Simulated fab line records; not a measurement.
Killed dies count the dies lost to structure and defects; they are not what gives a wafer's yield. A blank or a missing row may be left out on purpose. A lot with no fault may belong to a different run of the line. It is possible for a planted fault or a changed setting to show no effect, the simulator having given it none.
Split-lot trial | flow n5_finfet | on a route of 1938 steps: 7 lots, 21 wafers read

== THE SPLIT ==
At N5_BEOL_M0_SAQP_DESCUM_19 (chemistry O2, time 7.9 s), the setting time_s was moved away from the recipe's 7.9 s on 11 of the 21 wafers read, by -20.6% to +13.6%. The other wafers ran this setting at the recipe's value.

Split to reading: the file shows no intervening step.

== THE READING ==
CAR-ArF_of_BEOL_M0_SAQP_COAT_08.thk_nm (the simulator's own value, which no gauge read), in nm, at N5_BEOL_M0_SAQP_ETCH_83 (etches SiARC in CF4, target depth 39 nm, time 65 s). The file gives no usual value for it. The 10 wafers here that ran the recipe average 55.4 nm, standard deviation 0.26 nm.

wafer  | tool, chamber at the split | time_s as run, s | against the recipe | CAR-ArF_of_BEOL_M0_SAQP_COAT_08.thk_nm, nm | against lot-mates on the recipe
L076.3 | rie_diel-06, 2             | 7.9              | recipe             | 55.6                                       | -
L076.4 | rie_diel-06, 1             | 6.559            | -17.0%             | 56.4                                       | +0.7
L076.6 | rie_diel-06, 2             | 7.9              | recipe             | 55.8                                       | -
L079.1 | rie_diel-06, 0             | 7.9              | recipe             | 55.2                                       | -
L079.4 | rie_diel-06, 1             | 7.9              | recipe             | 55.2                                       | -
L079.6 | rie_diel-06, 2             | 7.9              | recipe             | 55                                         | -
L086.1 | rie_diel-06, 3,0,1         | 6.275            | -20.6%             | 56.8                                       | no lot-mate on the recipe
L086.2 | rie_diel-06, 3,0,1         | 6.275            | -20.6%             | 56.8                                       | no lot-mate on the recipe
L086.3 | rie_diel-06, 3,0,1         | 6.275            | -20.6%             | 56.8                                       | no lot-mate on the recipe
L091.1 | rie_diel-04, 2             | 8.976            | +13.6%             | 54.6                                       | -0.8
L091.4 | rie_diel-04, 3             | 8.976            | +13.6%             | 54.6                                       | -0.8
L091.2 | rie_diel-04, 1             | 7.9              | recipe             | 55.4                                       | -
L092.2 | rie_diel-04, 3             | 7.055            | -10.7%             | 56.2                                       | +0.8
L092.4 | rie_diel-04, 2             | 7.9              | recipe             | 55.4                                       | -
L092.6 | rie_diel-04, 3             | 7.055            | -10.7%             | 55.8                                       | +0.4
L094.1 | rie_diel-04, 1             | 6.574            | -16.8%             | 56.8                                       | +1.1
L094.2 | rie_diel-04, 2             | 7.9              | recipe             | 55.6                                       | -
L094.6 | rie_diel-04, 1             | 7.9              | recipe             | 55.8                                       | -
L096.1 | rie_diel-04, 0             | 8.554            | +8.3%              | 54.8                                       | -0.4
L096.2 | rie_diel-04, 3             | 7.9              | recipe             | 55.2                                       | -
L096.6 | rie_diel-04, 3             | 8.554            | +8.3%              | 55                                         | -0.2
The file does not say which wafer passed through which chamber wherever a row lists several chambers: such a row stands for several wafers.

FIT RESULTS
A straight line over all 21 wafers: CAR-ArF_of_BEOL_M0_SAQP_COAT_08.thk_nm changes by -0.065 nm for each +1% of time_s; r = -0.96; the points scatter about the line by 0.22 nm.
The same after taking each lot's own level away (the mean of its wafers on the recipe; 18 wafers): -0.0534 nm for each +1%; r = -0.96; scatter 0.14 nm.
That fit puts the effect of the largest move of time_s on the reading at 1.1 nm.
From 55.13 to 55.70 nm: that is the span of the lots' own levels, equal to 2.2 times the standard deviation above.
In other words, the slope is changed by the lot-to-lot level; the two fits disagree.
Check: +0.995 nm against its lot-mates is what the line predicts for one of the wafers moved furthest among these (-17.0%) when that wafer is left out of the fit. It came out at +0.7 nm against them.

== THESE WAFERS: OTHER SPLITS ==
These wafers also went through other splits before the reading. Each is held against what the fit with the lots' levels taken away leaves over:
other split on the same wafers           | wafers away from the commonest value | r with CAR-ArF_of_BEOL_M0_SAQP_COAT_08.thk_nm (lot level and that fit taken away)
N5_SD_EPI_P_PEB_07 peb_time_s            | 7                                    | -0.38
N5_HKMG_FIN_EXPOSE_46 dose_mj            | 3                                    | -0.33
N5_HKMG_FIN_DEVELOP_48 develop_time_s    | 8                                    | -0.01
N5_HKMG_FIN_ETCH_54 source_w             | 6                                    | +0.33
N5_GATE_CUT_ETCH_58 bias_w               | 7                                    | -0.28
N5_GATE_CUT_COAT_27 spin_rpm             | 8                                    | -0.15
N5_MOL_CONTACT_COAG_VIA_ETCH_117 bias_w  | 5                                    | -0.08
N5_MOL_CONTACT_COAG_CVD_140 target_thk_a | 7                                    | -0.25

== THE WHOLE CHAIN: every reading that the file lists as answering this split, in the file's order ==
step                      | what it does                                       | reading                                                                                 | change (the file's fit)                | r (the file's)
N5_BEOL_M0_SAQP_DESCUM_19 | chemistry O2, time 7.9 s                           | CAR-ArF_of_BEOL_M0_SAQP_COAT_08.thk_nm (the simulator's own value, which no gauge read) | -0.049 nm for each +1% of the setting  | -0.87
N5_BEOL_M0_SAQP_ETCH_83   | etches SiARC in CF4, target depth 39 nm, time 65 s | CAR-ArF_of_BEOL_M0_SAQP_COAT_08.thk_nm (the simulator's own value, which no gauge read) | -0.0534 nm for each +1% of the setting | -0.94

== FILE'S OWN FIT ==
CAR-ArF_of_BEOL_M0_SAQP_COAT_08.thk_nm changes by -0.0534 nm for each +1% of time_s, r = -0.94.
